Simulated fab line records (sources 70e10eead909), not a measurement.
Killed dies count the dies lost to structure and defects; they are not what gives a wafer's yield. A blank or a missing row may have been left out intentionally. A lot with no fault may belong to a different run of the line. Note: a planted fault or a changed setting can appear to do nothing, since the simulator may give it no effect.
Chamber matching :: flow nand-harc :: NHARC_A_BONDPAD_CMP_19 on cmp-02: 4 sister chambers
The step polishes, t overpolish 30 s, cu recess touch 16 s, target thk 169.82 nm. 4 wafers are shown with their chamber, then 7 later ones without.

== WAFERS, EACH WITH ITS CHAMBER ==
wafer: L093.2
chamber: 3
motor-current-A (A): 14.7

wafer: L093.6
chamber: 1
motor-current-A (A): 12.2

wafer: L094.1
chamber: 2
motor-current-A (A): 11.0

wafer: L094.3
chamber: 0
motor-current-A (A): 12.9

== WAFERS WITH NO CHAMBER GIVEN ==
wafer: L094.6
motor-current-A (A): 11.9

wafer: L094.2
motor-current-A (A): 13.8

wafer: L094.4
motor-current-A (A): 12.2

wafer: L094.5
motor-current-A (A): 14.8

wafer: L097.1
motor-current-A (A): 12.4

wafer: L097.2
motor-current-A (A): 15.0

wafer: L097.3
motor-current-A (A): 11.6

== CHAMBER TAKEN BY EACH ==
wafer: L094.6
from the rows above: can't be placed: 1 or 2 or 0
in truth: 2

wafer: L094.2
from the rows above: can't be placed: 3 or 0 or 1
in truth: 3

wafer: L094.4
from the rows above: can't be placed: 1 or 0
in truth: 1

wafer: L094.5
from the rows above: 3
in truth: 3

wafer: L097.1
from the rows above: can't be placed: 1 or 0
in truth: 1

wafer: L097.2
from the rows above: 3
in truth: 3

wafer: L097.3
from the rows above: can't be placed: 1 or 2 or 0
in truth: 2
2 of 7 placed correctly. These rows do not allow placing 5 (true chamber among the candidates in 5). 0 placed wrongly.
How it was worked out, from the rows above alone: a wafer's distance from a chamber is the root of the sum, over the readings, of the square of ((its reading less the chamber's mean) divided by the reading's scatter). If the next closest chamber is less than 2 further off than the closest, the wafer can't be placed; otherwise it belongs to the closest. For every chamber, the mean is computed from those of its wafers that are shown. The scatter (one wafer shown for each chamber): square how far every hidden wafer sits from the nearest shown wafer, average those squares and take the square root.
